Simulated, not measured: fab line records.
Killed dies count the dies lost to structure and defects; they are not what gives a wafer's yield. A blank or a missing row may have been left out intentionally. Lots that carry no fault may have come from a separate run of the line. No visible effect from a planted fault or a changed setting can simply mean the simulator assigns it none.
fab line records	flow nandHarc
record: lots: 7	wafers: 21	lastDay: 24
route steps=1159 shown A_M0@1005 END@1159
lots untouched by any fault: they come from a run of this same line in which no faults occurred
startH: hours from the record's first day to the start of the lot's first wafer shown	waitH: hours since the lot's step before	" unchanged from the row above	L1.1+2: several wafers, shown together as one row	- either no value or no given start	* or withheld: withheld	< > ~ a bound
route shown NAME@n: names a module that has steps shown in the file, with the first one's number in the route	usual: mean and standard deviation over wafers with no fault	same: alike in all rows	chamber/n: place in a boat	sites: each site's reading	_std_site: the standard deviation of these	_edge_site: inner sites' mean taken away from outer sites' mean	radiusMm: how far each site lies from the wafer's centre	mask NAME#n: copy n	behind: the last tool/chamber to shape the wafer	hold: cause of the lot's hold/its duration in hours/its outcome	device: names the non-switching transistor (n, p or np)	end of line: tests run on the same wafers once the route is complete	where a step has no rows: the recipe by itself	killed: not the wafer's yield, but the dies lost to structure and defects at the first sort	map: the dies of a wafer, with x for killed, . for not killed, _ for no die there
set.NAME: the setting as run; set.NAME@STEP: as run at that earlier step	model.NAME: the simulator's own value behind a step, which no gauge read
lots at some steps of the route; a table a step, a row a wafer
services: from which hour (startH, from the record's first day; less than 0 if before it) a tool's chamber was out of use, for how many hours, and why
== steps ==
step: NHARC_A_M0_OVL_MEAS_10
recipe: pitchNm: 160
usual: overlayXNm: 0.1/0.7	overlayYNm: 0.1/0.78
lot.wafer	tool	chamber	startH	waitH	overlayXNm	overlayYNm
L765.2	overlay-01	-	408.03	-	0.5	-0.5
L765.3	"	-	"	"	0.3	-0.5
L765.4	"	-	"	"	0.6	-0.2
L769.1	overlay-02	-	447.24	-	1.2	-0.4
L769.2	"	-	"	"	1.1	0.1
L769.6	"	-	"	"	1.1	0.2
L772.1	overlay-02	-	453.92	-	-0.4	1.4
L772.2	"	-	"	"	0.4	1.3
L772.5	"	-	"	"	-0.2	1.0
L773.1	overlay-01	-	470.10	-	0.1	0.0
L773.2	"	-	"	"	0.9	-0.4
L773.4	"	-	"	"	0.5	0.6
L775.1	overlay-01	-	476.19	-	0.8	-1.0
L775.2	"	-	"	"	0.7	-0.6
L775.4	"	-	"	"	1.1	-0.9
L780.1	overlay-01	-	508.15	-	0.4	1.0
L780.4	"	-	"	"	0.0	0.3
L780.6	"	-	"	"	-1.2	0.9
L783.1	overlay-01	-	528.24	-	-0.4	-1.5
L783.4	"	-	"	"	-0.5	-1.2
L783.5	"	-	"	"	0.0	-1.2
step: NHARC_A_M0_INSPECT_11
usual: rawDefectCount: 33/13
lot.wafer	tool	chamber	startH	waitH	rawDefectCount
L765.2	defectInspect-02	-	408.07	0.0	22
L765.3	"	-	"	"	20
L765.4	"	-	"	"	32
L769.1	defectInspect-01	-	447.28	0.0	45
L769.2	"	-	"	"	44
L769.6	"	-	"	"	44
L772.1	defectInspect-02	-	453.96	0.0	24
L772.2	"	-	"	"	15
L772.5	"	-	"	"	14
L773.1	defectInspect-01	-	470.13	0.0	50
L773.2	"	-	"	"	45
L773.4	"	-	"	"	55
L775.1	defectInspect-02	-	476.22	0.0	33
L775.2	"	-	"	"	22
L775.4	"	-	"	"	34
L780.1	defectInspect-01	-	508.19	0.0	42
L780.4	"	-	"	"	44
L780.6	"	-	"	"	43
L783.1	defectInspect-02	-	528.27	0.0	49
L783.4	"	-	"	"	66
L783.5	"	-	"	"	70
step: NHARC_A_M0_DESCUM_14
recipe: timeS: 3	o2FlowSccm: 200	arFlowSccm: 0	biasPowerW: 0	chemistry: O2
usual: drypumpMotorCurrentA: 5.8/0.56	mfcArSccm: 0.006/0.0087	o2FlowSccm: 200.0/0.56	oesProductAu: 1.009/0.015	rfVppV: 57.7/0.88	showerheadPlenumPTorr: 1.89/0.086	throttleValvePct: 11.311/0.0087
same: timeS: 3
lot.wafer	tool	chamber	startH	waitH	drypumpMotorCurrentA	mfcArSccm	o2FlowSccm	oesProductAu	rfHoursCounterH	rfVppV	showerheadPlenumPTorr	throttleValvePct
L765.2	rieDiel-10	2	408.14	0.1	6.3	0.010	200.3	1.027	4	58.8	2.04	11.325
L765.3	"	3	"	"	5.7	0	200.3	1.004	3	59.4	1.98	11.318
L765.4	"	0	"	"	6.6	0	200.2	1.015	3	56.3	1.79	11.307
L769.2	rieDiel-07	2	447.34	0.1	6.7	0	200.7	0.998	2	57.3	1.86	11.318
L769.1	"	3	"	"	6.1	0	199.8	1.001	2	57.1	1.83	11.295
L769.6	"	3	"	"	6.1	0	199.5	1.004	-	58.1	1.83	11.310
L772.1	rieDiel-10	3	454.02	0.1	5.6	0	200.0	1.010	6	57.4	1.98	11.309
L772.2	"	1	"	"	5.2	0.007	199.7	1.003	7	58.1	1.95	11.307
L772.5	"	3	"	"	5.7	0	200.3	1.007	-	56.6	1.98	11.321
L773.4	rieDiel-05	2	470.19	0.1	5.0	0.006	199.8	0.986	9	57.5	1.84	11.317
L773.1	"	3	"	"	5.6	0	199.7	0.984	10	59.2	1.88	11.319
L773.2	"	0	"	"	6.0	0.008	200.5	1.027	9	56.6	1.79	11.308
L775.1	rieDiel-05	0	476.28	0.1	6.0	0.008	199.9	1.025	9	57.2	1.79	11.326
L775.4	"	2	"	"	4.9	0.006	200.2	0.982	10	57.5	1.84	11.311
L775.2	"	3	"	"	5.6	0	199.8	0.987	11	58.2	1.88	11.321
L780.1	rieDiel-10	3	508.26	0.1	5.7	0	198.9	1.014	9	57.8	1.97	11.312
L780.4	"	0	"	"	6.7	0	199.7	1.004	8	57.6	1.79	11.314
L780.6	"	2	"	"	6.4	0.010	200.0	1.036	-	60.1	2.04	11.300
L783.4	rieDiel-05	3	528.34	0.1	5.6	0	199.1	0.988	0	57.2	1.88	11.318
L783.1	"	1	"	"	5.6	0.031	199.6	1.011	0	56.2	1.82	11.314
L783.5	"	2	"	"	4.9	0.006	199.0	1.009	-	57.7	1.84	11.313
step: NHARC_A_M0_ETCH_34
recipe: targetDepthA: 400	overetchA: 120	timeS: 43.94	ionEnergyEv: 200	n2FlowSccm: 150	h2FlowSccm: 150	arFlowSccm: 0	rfW: 400	biasW: 150	chemistry: N2/H2
usual: drypumpMotorCurrentA: 5.9/0.58	mfcArSccm: 0.006/0.0087	oesProductAu: 1.007/0.014	rfVppV: 429.7/2.6	showerheadPlenumPTorr: 2.01/0.09	throttleValvePct: 14.171/0.0089
same: timeS: 43.94
lot.wafer	tool	chamber	startH	waitH	drypumpMotorCurrentA	mfcArSccm	oesProductAu	rfHoursCounterH	rfVppV	showerheadPlenumPTorr	throttleValvePct
L765.2	rieDiel-10	2	408.22	0.1	6.3	0.010	1.025	4	434.6	2.18	14.159
L765.4	"	3	"	"	5.6	0	1.005	3	431.1	2.11	14.177
L765.3	"	0	"	"	6.7	0	1.006	3	426.7	1.91	14.170
L769.2	rieDiel-07	1	447.43	0.1	5.1	0.000	1.026	2	434.5	2.17	14.168
L769.1	"	2	"	"	6.7	0	1.000	2	428.9	1.98	14.160
L769.6	"	1	"	"	5.1	0.000	1.016	-	433.5	2.17	14.182
L772.1	rieDiel-10	0	454.10	0.1	6.7	0	1.016	6	427.4	1.91	14.179
L772.2	"	3	"	"	5.7	0	1.013	6	432.5	2.11	14.158
L772.5	"	0	"	"	6.6	0	1.012	-	425.4	1.91	14.178
L773.4	rieDiel-05	2	470.28	0.1	5.0	0.006	0.997	9	430.1	1.96	14.166
L773.2	"	0	"	"	6.0	0.008	1.025	9	427.9	1.91	14.153
L773.1	"	1	"	"	5.7	0.031	1.016	8	428.7	1.94	14.161
L775.1	rieDiel-05	3	476.37	0.1	5.6	0	0.994	11	429.6	2.01	14.174
L775.4	"	0	"	"	6.0	0.008	1.024	9	425.7	1.91	14.174
L775.2	"	1	"	"	5.7	0.031	1.009	9	429.5	1.94	14.163
L780.1	rieDiel-10	0	508.34	0.1	6.7	0	1.015	8	425.3	1.91	14.174
L780.4	"	2	"	"	6.3	0.010	1.039	10	433.5	2.17	14.155
L780.6	"	0	"	"	6.7	0	1.020	-	427.3	1.91	14.179
L783.4	rieDiel-05	3	528.43	0.1	5.6	0	0.975	0	430.1	2.00	14.176
L783.1	"	0	"	"	6.0	0.008	1.016	0	426.4	1.91	14.182
L783.5	"	1	"	"	5.6	0.031	1.007	-	428.8	1.93	14.186
step: NHARC_A_M0_ETCH_15
recipe: targetDepthA: 1500	overetchA: 150	timeS: 82.5	c4f8FlowSccm: withheld	arFlowSccm: 400	rfW: 600	biasW: 300	chemistry: C4F8/Ar
usual: oesProductAu: 0.957/0.025	rfVppV: 439.9/2.5
same: timeS: 82.5
lot.wafer	tool	chamber	startH	waitH	oesProductAu	rfHoursCounterH	rfVppV
L765.3	rieDiel-10	1	-	-	0.970	3	441.8
L765.4	"	2	"	"	0.992	4	444.8
L765.2	"	3	"	"	0.984	3	444.8
L769.1	rieDiel-07	2	-	-	0.955	2	439.9
L769.2	"	0	"	"	0.990	2	443.8
L769.6	"	2	"	"	0.957	-	439.3
L772.1	rieDiel-10	3	-	-	0.958	6	442.9
L772.2	"	0	"	"	0.982	6	436.3
L772.5	"	3	"	"	0.970	-	442.8
L773.2	rieDiel-05	1	-	-	0.994	8	437.9
L773.4	"	3	"	"	0.960	10	439.5
L773.1	"	0	"	"	1.005	9	437.2
L775.2	rieDiel-05	2	-	-	0.970	10	439.6
L775.1	"	3	"	"	0.970	11	440.0
L775.4	"	1	"	"	0.972	9	437.1
L780.4	rieDiel-10	0	-	-	0.940	8	438.2
L780.1	"	1	"	"	0.942	10	441.9
L780.6	"	2	"	"	0.951	-	444.1
L783.1	rieDiel-05	2	-	-	0.951	0	439.8
L783.4	"	0	"	"	0.985	0	438.1
L783.5	"	2	"	"	0.966	-	438.4
step: NHARC_A_M0_CD_MEAS_16
usual: cdNm: 80.6/1.3
lot.wafer	tool	chamber	startH	waitH	cdNm
L765.2	cdSem-02	-	408.44	-	82.7
L765.3	"	-	"	"	81.7
L765.4	"	-	"	"	81.2
L769.1	cdSem-01	-	447.64	-	79.8
L769.2	"	-	"	"	80.4
L769.6	"	-	"	"	80.1
L772.1	cdSem-03	-	454.32	-	82.1
L772.2	"	-	"	"	81.1
L772.5	"	-	"	"	82.8
L773.1	cdSem-03	-	470.52	-	82.8
L773.2	"	-	"	"	82.0
L773.4	"	-	"	"	79.7
L775.1	cdSem-02	-	476.59	-	80.5
L775.2	"	-	"	"	82.0
L775.4	"	-	"	"	79.8
L780.1	cdSem-02	-	508.55	-	80.7
L780.4	"	-	"	"	79.9
L780.6	"	-	"	"	81.7
L783.1	cdSem-03	-	528.64	-	79.1
L783.4	"	-	"	"	79.3
L783.5	"	-	"	"	78.7
step: NHARC_A_M0_STRIP_18
recipe: powerW: 1000	n2FlowSccm: 150	h2FlowSccm: 150	arFlowSccm: 0	biasW: 0	chemistry: N2/H2
usual: drypumpMotorCurrentA: 5.9/0.57	mfcArSccm: 0.006/0.0084	oesProductAu: 1.008/0.015	rfVppV: 90.5/0.97	showerheadPlenumPTorr: 2.02/0.094	throttleValvePct: 14.171/0.0091
lot.wafer	tool	chamber	startH	waitH	drypumpMotorCurrentA	mfcArSccm	oesProductAu	rfHoursCounterH	rfVppV	showerheadPlenumPTorr	throttleValvePct
L765.2	rieDiel-05	0	408.52	0.1	6.0	0.008	1.028	5.1	90.4	1.91	14.170
L765.3	"	1	"	"	5.7	0.031	1.010	4.8	89.5	1.94	14.156
L765.4	"	2	"	"	4.9	0.006	0.987	5.2	91.9	1.96	14.175
L769.2	rieDiel-10	1	447.71	0.1	5.2	0.007	0.990	6.7	90.8	2.08	14.179
L769.1	"	3	"	"	5.7	0	1.004	5.9	91.9	2.11	14.174
L769.6	"	2	"	"	6.4	0.010	1.020	-	91.0	2.17	14.192
L772.2	rieDiel-10	2	454.45	0.1	6.3	0.010	1.036	7.2	91.8	2.17	14.189
L772.1	"	3	"	"	5.7	0	1.001	6.1	90.2	2.11	14.175
L772.5	"	0	"	"	6.7	0	1.006	-	89.3	1.91	14.168
L773.1	rieDiel-10	2	470.60	0.1	6.4	0.010	1.035	8.1	91.4	2.17	14.154
L773.2	"	3	"	"	5.7	0	1.000	6.8	90.9	2.11	14.172
L773.4	"	0	"	"	6.7	0	1.010	6.4	90.3	1.91	14.185
L775.2	rieDiel-07	2	476.66	0.1	6.7	0	0.983	4.8	90.5	1.98	14.155
L775.4	"	0	"	"	6.4	0	1.019	4.2	91.8	2.13	14.167
L775.1	"	1	"	"	5.1	0.000	1.013	4.9	90.2	2.17	14.182
L780.1	rieDiel-10	3	508.62	0.1	5.7	0	0.998	8.8	90.8	2.11	14.170
L780.4	"	0	"	"	6.7	0	1.015	8.5	90.2	1.91	14.171
L780.6	"	3	"	"	5.7	0	1.007	-	91.1	2.11	14.178
L783.1	rieDiel-10	2	528.71	0.1	6.3	0.010	1.031	10.4	91.6	2.17	14.174
L783.4	"	0	"	"	6.7	0	1.008	9.0	89.7	1.91	14.192
L783.5	"	3	"	"	5.7	0	1.004	-	90.1	2.11	14.168
step: NHARC_A_M0_STRIP_19
recipe: timeS: 600	tempC: 30	chemistry: postEtchResidueRemover
step: NHARC_A_M0_DEGAS_28
recipe: tempC: 250	timeS: 60
step: NHARC_A_M0_PRE_CLEAN_29
recipe: timeS: 30	tempC: 280	gas: H2/He
step: NHARC_A_M0_PVD_20
recipe: targetThkA: 50	biasV: 168.6	powerW: 15000	chamberPressurePa: 0.12	timeS: 8.06	substrateTempC: 50	material: TaN
step: NHARC_A_M0_PVD_21
recipe: targetThkA: 300	chamberPressurePa: 5	powerW: 5000	substrateTempC: 30	timeS: 20.49	material: Cu
step: NHARC_A_M0_ECD_22
recipe: targetThkA: 4000	bathTempC: 25	material: Cu
lot.wafer	tool	chamber	startH	waitH
L765.2+3+4	ecdCu-02	0,1,0	409.53	-
L769.1+2+6	ecdCu-02	1,0,0	448.88	-
L772.1+2+5	ecdCu-02	0,1,0	455.55	-
L773.2+1+4	ecdCu-02	1,0,1	471.97	-
L775.2+1+4	ecdCu-01	0,1,1	477.58	-
L780.1+4+6	ecdCu-01	0,0,1	509.64	-
L783.1+4+5	ecdCu-01	1,0,1	529.67	-
step: NHARC_A_M0_ANNEAL_30
recipe: tempC: 225	timeS: 90
usual: wafer_temp_C_max: 226.14/0.26
same: timeS: 90
lot.wafer	tool	chamber	startH	waitH	wafer_temp_C_max
L765.2	rtpAnneal-02	0	410.04	-	225.54
L765.3	"	0	"	"	226.14
L765.4	"	0	"	"	225.87
L769.1	rtpAnneal-02	0	449.29	0.4	225.97
L769.2	"	0	"	"	225.94
L769.6	"	0	"	"	225.93
L772.1	rtpAnneal-02	0	455.93	0.3	225.98
L772.2	"	0	"	"	225.65
L772.5	"	0	"	"	225.34
L773.1	rtpAnneal-02	0	472.34	-	226.23
L773.2	"	0	"	"	225.94
L773.4	"	0	"	"	226.16
L775.1	rtpAnneal-01	0	477.95	-	226.14
L775.2	"	0	"	"	226.31
L775.4	"	0	"	"	226.48
L780.1	rtpAnneal-02	0	510.10	-	225.99
L780.4	"	0	"	"	226.56
L780.6	"	0	"	"	226.30
L783.1	rtpAnneal-02	0	529.99	-	226.05
L783.4	"	0	"	"	225.75
L783.5	"	0	"	"	226.18
step: NHARC_A_M0_CMP_23
recipe: tOverpolishS: 20	targetThkNm: 113.75
usual: edgeZonePressureFrac: 1.000/0.0051	motorCurrentA: 12.5/1	slurryFilterDpKPa: 13.51/0.15	slurryFlowMlMin: 150.0/0.46	timeToEndpointS: 28.0/2.8
lot.wafer	tool	chamber	startH	waitH	edgeZonePressureFrac	motorCurrentA	slurryFilterDpKPa	slurryFlowMlMin	timeToEndpointS
L765.2	cmp-04	2	410.33	-	1.002	11.7	13.42	150.5	31.6
L765.4	"	0	"	"	1.000	13.0	13.59	150.4	28.2
L765.3	"	1	"	"	0.994	13.6	13.64	149.4	26.0
L769.1	cmp-02	1	449.64	-	0.992	13.4	13.36	149.4	21.9
L769.2	"	2	"	"	0.995	12.8	13.57	150.1	44.8
L769.6	"	2	"	"	1.002	12.4	13.59	150.1	47.0
L772.2	cmp-03	0	456.31	-	1.001	12.8	13.53	150.3	28.8
L772.1	"	2	"	"	1.005	13.0	13.59	149.1	51.5
L772.5	"	0	"	"	1.004	13.0	13.41	150.0	51.6
L773.2	cmp-04	0	472.73	-	0.994	12.9	13.51	150.0	26.3
L773.1	"	1	"	"	0.995	12.5	13.44	149.9	39.5
L773.4	"	2	"	"	1.002	11.0	13.52	149.3	30.4
L775.4	cmp-03	1	478.30	-	1.001	12.6	13.44	149.8	33.2
L775.1	"	2	"	"	1.007	12.8	13.56	149.7	33.1
L775.2	"	3	"	"	1.005	13.4	13.14	150.1	30.6
L780.1	cmp-04	2	510.47	-	1.008	12.0	13.55	150.0	30.1
L780.4	"	3	"	"	1.005	12.8	13.22	149.8	32.3
L780.6	"	1	"	"	1.000	13.6	13.70	149.6	26.0
L783.4	cmp-03	0	530.37	-	1.001	12.7	13.50	150.3	25.8
L783.1	"	2	"	"	1.008	12.3	13.48	150.3	27.7
L783.5	"	3	"	"	0.998	13.6	13.47	150.0	28.4
step: NHARC_A_M0_THK_MEAS_24
recipe: thkMeasGauge: xrf
usual: thkNm: 113.7/1.4
lot.wafer	tool	chamber	startH	waitH	thkNm
L765.2	filmMetro-01	-	410.64	-	112.8
L765.3	"	-	"	"	113.1
L765.4	"	-	"	"	113.4
L769.1	filmMetro-01	-	449.95	-	113.2
L769.2	"	-	"	"	113.6
L769.6	"	-	"	"	111.0
L772.1	filmMetro-01	-	456.59	-	115.8
L772.2	"	-	"	"	115.5
L772.5	"	-	"	"	114.7
L773.1	filmMetro-02	-	473.01	-	114.8
L773.2	"	-	"	"	114.2
L773.4	"	-	"	"	114.4
L775.1	filmMetro-01	-	478.61	-	114.6
L775.2	"	-	"	"	112.1
L775.4	"	-	"	"	113.5
L780.1	filmMetro-01	-	510.76	-	114.2
L780.4	"	-	"	"	112.0
L780.6	"	-	"	"	112.2
L783.1	filmMetro-01	-	530.65	-	112.2
L783.4	"	-	"	"	113.3
L783.5	"	-	"	"	113.5
step: NHARC_END_SORT_01
recipe: tempC: 25
usual: defectLimitedYield: 95.0/1.7	killedAtArray: 31/11	killedAtOther: 0.5/0.78	killedAtPeriphery: 3.0/2	killedDies: 34/12	killedOpen: 3.2/2	killedShort: 1.9/1.6	sort_bin_2_pct: 1.6/0.67	sort_bin_3_pct: 0.26/0.2	sort_bin_4_pct: 3.2/1.1	sortNPass: 643/12	sortRimYieldPct: 96.8/1.8	sortYieldPct: 95.0/1.7
same: grossDies: 677	sort_bin_5_pct[%]: 0	sort_bin_6_pct[%]: 0	sort_bin_7_pct[%]: 0	sort_bin_8_pct[%]: 0	sortRimNGross: 106.00
lot.wafer	tool	chamber	startH	waitH	defectLimitedYield[%]	killedAtArray	killedAtOther	killedAtPeriphery	killedDies	killedOpen	killedShort	sort_bin_2_pct[%]	sort_bin_3_pct[%]	sort_bin_4_pct[%]	sortNPass	sortRimYieldPct[%]	sortYieldPct[%]
L765.2	prober-01	0	454.26	2.8	96.8	18	0	4	22	1	2	0.9	0.30	2.1	655	96.2	96.8
L765.3	prober-01	0	455.07	3.1	95.4	21	0	10	31	5	0	1.3	0.30	3.0	646	95.3	95.4
L765.4	prober-01	0	455.88	3.4	95.1	28	0	5	33	2	0	1.0	0.15	3.7	644	96.2	95.1
L769.1	prober-01	0	489.45	2.5	93.8	41	0	1	42	3	0	1.8	0.59	3.8	635	97.2	93.8
L769.2	prober-01	0	490.27	2.8	93.4	40	5	0	45	2	2	1.2	0.74	4.7	632	96.2	93.4
L769.6	prober-01	0	493.54	4.1	94.4	35	1	2	38	3	2	2.5	0.44	2.7	639	99.1	94.4
L772.1	prober-01	0	497.37	2.5	96.8	20	0	2	22	1	2	1.5	0	1.8	655	96.2	96.8
L772.2	prober-01	0	498.16	2.8	96.9	18	0	3	21	1	4	1.6	0.15	1.3	656	98.1	96.9
L772.5	prober-01	0	500.55	3.7	97.3	14	0	4	18	4	1	0.7	0.15	1.8	659	96.2	97.3
L773.1	prober-02	0	510.06	2.5	93.5	41	0	3	44	4	3	3.1	0.30	3.1	633	99.1	93.5
L773.2	prober-02	0	510.87	2.8	92.2	50	0	3	53	6	6	2.7	0.15	5.0	624	96.2	92.2
L773.4	prober-02	0	512.47	3.4	91.9	54	0	1	55	5	2	2.7	0.74	4.7	622	94.3	91.9
L775.1	prober-01	0	517.79	2.5	95.6	26	1	3	30	4	1	1.5	0.30	2.7	647	99.1	95.6
L775.2	prober-01	0	518.60	2.8	96.8	19	1	2	22	1	0	0.9	0.15	2.2	655	100.0	96.8
L775.4	prober-01	0	520.21	3.4	95.0	28	0	6	34	2	4	1.8	0	3.2	643	99.1	95.0
L780.1	prober-01	0	548.63	2.5	94.4	34	0	4	38	6	1	2.1	0.15	3.4	639	97.2	94.4
L780.4	prober-01	0	551.08	3.4	93.5	43	1	0	44	5	4	1.8	0.74	4.0	633	95.3	93.5
L780.6	prober-01	0	552.70	4.1	95.6	30	0	0	30	0	0	1.6	0.15	2.7	647	97.2	95.6
L783.1	prober-01	0	569.96	2.5	92.2	44	1	8	53	6	1	3.1	0.74	4.0	624	98.1	92.2
L783.4	prober-01	0	572.41	3.4	89.4	65	0	7	72	8	3	3.2	0.44	6.9	605	95.3	89.4
L783.5	prober-01	0	573.23	3.8	91.9	52	0	3	55	2	1	3.1	0.74	4.3	622	98.1	91.9
killed by level:class
L765.2 A_SLIT:chamberFilmFlake=12 A_STAIRCASE:chamberFilmFlake=2 P_GATE:geometricParticle:short=1 A_ONON_D1:geometricParticle:open=1 A_CHANNEL_FILL_D1:geometricParticle:short=1 P_STI:chamberFilmFlake=1 P_GATE:chamberFilmFlake=1 P_BONDPAD:chamberFilmFlake=1
L765.3 A_SLIT:chamberFilmFlake=13 P_BONDPAD:chamberFilmFlake=8 A_CHANNEL_HOLE_D1:chamberFilmFlake=3 P_CONTACT:geometricParticle:open=1 P_M0:geometricParticle:open=1 A_ONON_D1:geometricParticle:open=1 A_CONTACT:geometricParticle:open=1 A_BLC:geometricParticle:open=1
L765.4 A_SLIT:chamberFilmFlake=14 A_STAIRCASE:chamberFilmFlake=4 A_CHANNEL_HOLE_D1:chamberFilmFlake=3 A_CONTACT:chamberFilmFlake=3 P_STI:chamberFilmFlake=2 P_BONDPAD:chamberFilmFlake=2 A_CHANNEL_FILL_D1:chamberFilmFlake=2 P_M0:geometricParticle:open=1
L769.1 A_SLIT:chamberFilmFlake=17 A_CHANNEL_HOLE_D1:chamberFilmFlake=13 A_STAIRCASE:chamberFilmFlake=4 A_CONTACT:chamberFilmFlake=3 A_ONON_D1:geometricParticle:open=1 A_WL_FILL:geometricParticle:open=1 A_M1:geometricParticle:open=1 P_GATE:chamberFilmFlake=1
L769.2 A_CHANNEL_HOLE_D1:chamberFilmFlake=14 A_SLIT:chamberFilmFlake=14 THIN_TSV:chamberFilmFlake=4 A_STAIRCASE:chamberFilmFlake=3 A_WL_FILL:chamberFilmFlake=2 A_CHANNEL_FILL_D1:chamberFilmFlake=2 A_CONTACT:chamberFilmFlake=2 A_ONON_D1:geometricParticle:short=1
L769.6 A_SLIT:chamberFilmFlake=15 A_CHANNEL_HOLE_D1:chamberFilmFlake=11 A_STAIRCASE:chamberFilmFlake=5 A_CONTACT:chamberFilmFlake=2 P_CONTACT:geometricParticle:open=1 P_M2:geometricParticle:open=1 A_CHANNEL_FILL_D1:geometricParticle:short=1 A_WL_FILL:geometricParticle:short=1
L772.1 A_CHANNEL_HOLE_D1:chamberFilmFlake=6 A_STAIRCASE:chamberFilmFlake=4 A_SLIT:chamberFilmFlake=3 A_ZERO_WELL:chamberFilmFlake=2 A_CHANNEL_FILL_D1:chamberFilmFlake=2 P_GATE:geometricParticle:open=1 A_WL_FILL:geometricParticle:short=1 A_CONTACT:geometricParticle:short=1
L772.2 A_STAIRCASE:chamberFilmFlake=7 A_CHANNEL_HOLE_D1:chamberFilmFlake=3 A_ONON_D1:geometricParticle:short=2 P_ZERO_WELL:chamberFilmFlake=2 A_CONTACT:chamberFilmFlake=2 A_CHANNEL_HOLE_D1:geometricParticle:short=1 A_WL_FILL:geometricParticle:short=1 A_BLC:geometricParticle:open=1
L772.5 A_CHANNEL_HOLE_D1:chamberFilmFlake=3 A_STAIRCASE:chamberFilmFlake=3 A_SLIT:chamberFilmFlake=3 P_ZERO_WELL:chamberFilmFlake=2 P_STI:geometricParticle:open=1 P_CONTACT:geometricParticle:open=1 A_ONON_D1:geometricParticle:short=1 A_CONTACT:geometricParticle:open=1
L773.1 A_CHANNEL_HOLE_D1:chamberFilmFlake=14 A_SLIT:chamberFilmFlake=14 A_STAIRCASE:chamberFilmFlake=7 P_GATE:geometricParticle:open=1 P_CONTACT:geometricParticle:open=1 P_M0:geometricParticle:open=1 A_CHANNEL_HOLE_D1:geometricParticle:short=1 A_SGD_CUT:geometricParticle:short=1
L773.2 A_CHANNEL_HOLE_D1:chamberFilmFlake=15 A_SLIT:chamberFilmFlake=14 A_STAIRCASE:chamberFilmFlake=7 A_ONON_D1:geometricParticle:short=4 A_CHANNEL_FILL_D1:geometricParticle:open=2 A_CHANNEL_FILL_D1:chamberFilmFlake=2 P_CONTACT:geometricParticle:open=1 P_M0:geometricParticle:open=1
L773.4 A_SLIT:chamberFilmFlake=19 A_CHANNEL_HOLE_D1:chamberFilmFlake=17 A_STAIRCASE:chamberFilmFlake=9 A_M0:geometricParticle:open=2 A_CONTACT:chamberFilmFlake=2 P_M1:geometricParticle:open=1 A_SOURCE_PLATE:geometricParticle:short=1 A_CHANNEL_FILL_D1:geometricParticle:short=1
L775.1 A_SLIT:chamberFilmFlake=14 A_CHANNEL_HOLE_D1:chamberFilmFlake=6 P_STI:chamberFilmFlake=2 A_CONTACT:chamberFilmFlake=2 P_CONTACT:geometricParticle:open=1 A_WL_FILL:geometricParticle:open=1 A_BLC:geometricParticle:open=1 A_M1:geometricParticle:open=1
L775.2 A_SLIT:chamberFilmFlake=15 A_CHANNEL_HOLE_D1:chamberFilmFlake=3 A_ONON_D1:geometricParticle:open=1 P_ZERO_WELL:chamberFilmFlake=1 P_STI:chamberFilmFlake=1 THIN_TSV:chamberFilmFlake=1
L775.4 A_SLIT:chamberFilmFlake=13 A_CHANNEL_HOLE_D1:chamberFilmFlake=8 A_CONTACT:chamberFilmFlake=3 P_STI:chamberFilmFlake=2 P_M0:geometricParticle:open=1 P_M0:geometricParticle:short=1 A_SOURCE_PLATE:geometricParticle:short=1 A_CHANNEL_FILL_D1:geometricParticle:short=1
L780.1 A_SLIT:chamberFilmFlake=17 A_CHANNEL_HOLE_D1:chamberFilmFlake=6 A_WL_FILL:chamberFilmFlake=4 A_WL_FILL:geometricParticle:open=2 P_ZERO_WELL:chamberFilmFlake=2 A_CONTACT:chamberFilmFlake=2 P_GATE:geometricParticle:open=1 P_M0:geometricParticle:open=1
L780.4 A_SLIT:chamberFilmFlake=24 A_CONTACT:chamberFilmFlake=5 A_WL_FILL:chamberFilmFlake=3 A_CHANNEL_HOLE_D1:chamberFilmFlake=2 A_SOURCE_PLATE:geometricParticle:short=1 A_ONON_D1:geometricParticle:short=1 A_CHANNEL_FILL_D1:geometricParticle:short=1 A_CHANNEL_FILL_D1:geometricParticle:open=1
L780.6 A_SLIT:chamberFilmFlake=14 A_CHANNEL_HOLE_D1:chamberFilmFlake=9 A_WL_FILL:chamberFilmFlake=4 A_CONTACT:chamberFilmFlake=3
L783.1 A_CHANNEL_HOLE_D1:chamberFilmFlake=19 A_SLIT:chamberFilmFlake=16 A_CONTACT:chamberFilmFlake=5 P_GATE:chamberFilmFlake=3 P_M0:geometricParticle:open=2 P_CONTACT:geometricParticle:open=1 A_ONON_D1:geometricParticle:open=1 A_CHANNEL_FILL_D1:geometricParticle:open=1
L783.4 A_CHANNEL_HOLE_D1:chamberFilmFlake=26 A_SLIT:chamberFilmFlake=21 A_CONTACT:chamberFilmFlake=4 A_CONTACT:geometricParticle:open=3 P_BONDPAD:chamberFilmFlake=3 A_M0:chamberFilmFlake=3 P_GATE:geometricParticle:open=2 A_BLC:geometricParticle:open=2
L783.5 A_CHANNEL_HOLE_D1:chamberFilmFlake=26 A_SLIT:chamberFilmFlake=17 A_CONTACT:chamberFilmFlake=6 A_WL_FILL:geometricParticle:short=1 A_WL_FILL:geometricParticle:open=1 A_BLC:geometricParticle:open=1 P_STI:chamberFilmFlake=1 P_GATE:chamberFilmFlake=1
== services ==
tool	chamber	startH	hours	kind
cmp-03	-	387.47	4.0	repair
rieDiel-05	-	389.82	0.7	repair
ecdCu-01	-	394.05	1.4	repair
cmp-04	-	400.15	4.0	pm
rieDiel-05	1	401.76	4.1	repair
rieDiel-07	-	405.20	9.0	pm
cmp-03	-	405.59	4.0	pm
rieDiel-07	1	415.73	2.8	repair
ecdCu-01	-	434.72	1.8	repair
cmp-03	-	443.60	0.5	repair
ecdCu-01	-	448.03	8.0	pm
rieDiel-05	1	460.90	3.3	repair
rieDiel-05	2	461.31	5.2	repair
cmp-03	-	465.08	2.7	repair
ecdCu-02	-	469.76	2.2	repair
rieDiel-10	2	474.96	9.2	repair
cmp-04	-	478.00	1.6	repair
ecdCu-01	-	484.03	2.2	repair
rieDiel-05	2	485.91	1.8	repair
rieDiel-05	3	492.39	11.5	repair
rieDiel-07	1	494.16	22.6	repair
cmp-04	-	498.15	4.0	pm
rieDiel-07	-	513.37	0.9	repair
rieDiel-05	-	517.62	9.0	pm
== key ==
firstSign: step: NHARC_A_M0_CMP_23	reading: timeToEndpointS	direction: up	sigmas: 6.8	usual: *	struck: *
effect none on later readings
metAt NHARC_A_M0_ECD_22
struckWafers L769.2,L769.6,L772.1,L772.5,L773.1
onsetBetween 409.53 448.88
fault: kind: processParameterDrift	tool: ecdCu-02	chamber: 0	onsetH: 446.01	steps: NHARC_A_M0_ECD_22	channel: targetThkA	offset: *	shape: step	endH: 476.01	actsIn: *	stated: *
